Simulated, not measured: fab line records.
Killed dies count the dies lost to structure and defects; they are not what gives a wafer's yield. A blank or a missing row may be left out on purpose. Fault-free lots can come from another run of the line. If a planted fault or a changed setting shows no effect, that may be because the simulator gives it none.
Problem report in the 8D (eight disciplines) form, filled by code + flow nand harc + the parts of the form that need people (team, actions taken, sign-off) are left out

== 1. THE PROBLEM ==
Mean of killed at array at NHARC_END_SORT_01: 173 across 3 wafers in 2 lots; on wafers with no fault it is 55 (standard deviation 12). Measured from the usual mean, that is +9.9 standard deviations.
Earliest sighting: wafer L808.4 on prober-01 at day 29 02:24. Wafers with a number at this step in the record: 7, from 3 lots. The rule behind "out" and "out of limits": a value lying over 4 standard deviations away from the usual mean. All remaining wafers that have a number are taken as sound.

== 2. WHAT IT IS; WHAT IT IS NOT ==
| question                    | is                           | is not                                                                   |
|-----------------------------|------------------------------|--------------------------------------------------------------------------|
| which readings at this step | killed at array, killed dies | killed at other, killed at periphery, killed open, killed short          |
| which lots                  | L808, L812                   | L813                                                                     |
| which wafers of those lots  | L808.4, L812.1, L812.4       | L808.5                                                                   |
| read on which gauges        | prober-01, prober-02         | -                                                                        |
| when                        | from day 29 02:24            | up to then (0 sound wafers); but 4 sound wafers of L808, L813 came after |

== 3. WHAT RULES OUT EACH SUSPECT ==
Counting: a tool at a process step up to the reading stays a suspect if it ran every lot that is out. Sound lots after the first of them don't rule it out here, since some wafers of a struck lot are sound.
- the gauge at NHARC_END_SORT_01 has been ruled out. 2 gauges (prober-01, prober-02) read the wafers that are out.
- rie diel-13 at NHARC_A_CONTACT_ETCH_75 (etches the open film in CF4, target depth 39 nm, time 65 s): kept. It ran every lot that is out, first L808 (day 26 15:40). On those wafers its own readings are out: run length s.
- Within rie diel-13 at NHARC_A_CONTACT_ETCH_75: the wafers that are out ran in chambers 1, 2; their sound lot-mates ran in chamber 3.
After counting, what remains is rie diel-13 at NHARC_A_CONTACT_ETCH_75.

== 4. THE CAUSE (what the simulator had put in) ==
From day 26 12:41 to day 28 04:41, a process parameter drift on rie diel-13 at NHARC_A_CONTACT_ETCH_75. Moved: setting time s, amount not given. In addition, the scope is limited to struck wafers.
The count eliminated every tool but this one.

== 5. THE EFFECT CHAIN, in route order ==
One row per reading whose mean, taken over the struck wafers that have a number, lies over 3 standard deviations from the usual. Scope: only readings with a usual standard deviation given in the record; hours: median across lots of the time from each lot's start at the first step in this table that gives one to its start at this step; sigmas: change in usual standard deviations.
| hours | step                    | reading         | usual  | on struck wafers | change | sigmas |
|-------|-------------------------|-----------------|--------|------------------|--------|--------|
| 0     | NHARC_A_CONTACT_ETCH_75 | run length s    | 86.0 s | 68.9             | -17.1  | -39    |
| 59    | NHARC_END_SORT_01       | killed at array | 55     | 173              | +118   | +9.9   |
| 59    | NHARC_END_SORT_01       | killed dies     | 60     | 176              | +116   | +9.6   |
The process steps in it:
- NHARC_A_CONTACT_ETCH_75: etches the open film in CF4, target depth 39 nm, time 65 s.

== 6. HOW IT WOULD HAVE BEEN CAUGHT EARLIER ==
Counted from the fault's start at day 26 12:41, it took 62 hours until the first out-of-limits reading at a measuring or inspecting step in this record, taken at day 29 02:24.
The tool's own readings at NHARC_A_CONTACT_ETCH_75 were out on every struck wafer that the step has a row for (run length s): an alarm limit on them would have fired on the first of those.
Each of the lots that are out, 2 in all, had begun NHARC_A_CONTACT_ETCH_75 on rie diel-13 no later than day 29 02:24. Had the tool been put on hold then, not one of them would have been saved.
